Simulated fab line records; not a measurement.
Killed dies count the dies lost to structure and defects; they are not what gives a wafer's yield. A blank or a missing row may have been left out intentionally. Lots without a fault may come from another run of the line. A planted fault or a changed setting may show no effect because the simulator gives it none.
Chamber matching + flow nand-harc + NHARC_A_CONTACT_ETCH_75 on rie-diel-09: 4 sister chambers
The step etches the open film in CF4, target depth 39 nm, time 65 s. 8 wafers are shown with their chamber, then 12 later ones without.

## WAFERS PAIRED WITH THEIR CHAMBERS
| wafer  | chamber | showerhead-plenum-p-Torr (Torr) | rf-vpp-V (V) |
|--------|---------|---------------------------------|--------------|
| L085.4 | 3       | 1.64                            | 150.6        |
| L084.5 | 3       | 1.64                            | 148.7        |
| L087.2 | 1       | 1.85                            | 151.5        |
| L087.3 | 2       | 1.79                            | 151.3        |
| L087.4 | 0       | 1.68                            | 149.9        |
| L091.2 | 1       | 1.85                            | 152.5        |
| L091.3 | 2       | 1.79                            | 150.8        |
| L091.5 | 0       | 1.67                            | 149.8        |

## WAFERS WITHOUT THEIR CHAMBER
| wafer  | showerhead-plenum-p-Torr (Torr) | rf-vpp-V (V) |
|--------|---------------------------------|--------------|
| L092.3 | 1.78                            | 151.8        |
| L092.4 | 1.85                            | 152.4        |
| L092.5 | 1.67                            | 148.9        |
| L093.1 | 1.85                            | 151.1        |
| L093.2 | 1.67                            | 150.6        |
| L093.3 | 1.78                            | 151.8        |
| L095.3 | 1.78                            | 150.6        |
| L095.5 | 1.91                            | 153.0        |
| L095.6 | 1.67                            | 149.1        |
| L097.3 | 1.78                            | 151.6        |
| L097.5 | 1.84                            | 152.8        |
| L097.6 | 1.67                            | 151.0        |

## WHICH CHAMBER EACH ONE RAN IN
| wafer  | from the rows above | in truth                   |
|--------|---------------------|----------------------------|
| L092.3 | 2                   | 2                          |
| L092.4 | 1                   | 1                          |
| L092.5 | 0                   | 0                          |
| L093.1 | 1                   | 1                          |
| L093.2 | 0                   | 0                          |
| L093.3 | 2                   | 2                          |
| L095.3 | 2                   | 2                          |
| L095.5 | 1                   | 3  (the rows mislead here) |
| L095.6 | 0                   | 0                          |
| L097.3 | 2                   | 2                          |
| L097.5 | 1                   | 1                          |
| L097.6 | 0                   | 0                          |
Placed correctly: 11 of 12. Number that these rows cannot place: 0. Wrongly placed: 1.
How it was worked out, from the rows above alone: a wafer's distance from a chamber is the root of the sum, over the readings, of the square of ((its reading less the chamber's mean) divided by the reading's scatter). The wafer belongs to the nearest chamber; if the next one is less than 2 further off, it can't be placed. A chamber's mean is the mean of its shown wafers. The scatter: take each reading less its chamber's mean, square it, sum over the shown wafers, divide by the number of wafers less the number of chambers, and take the root.
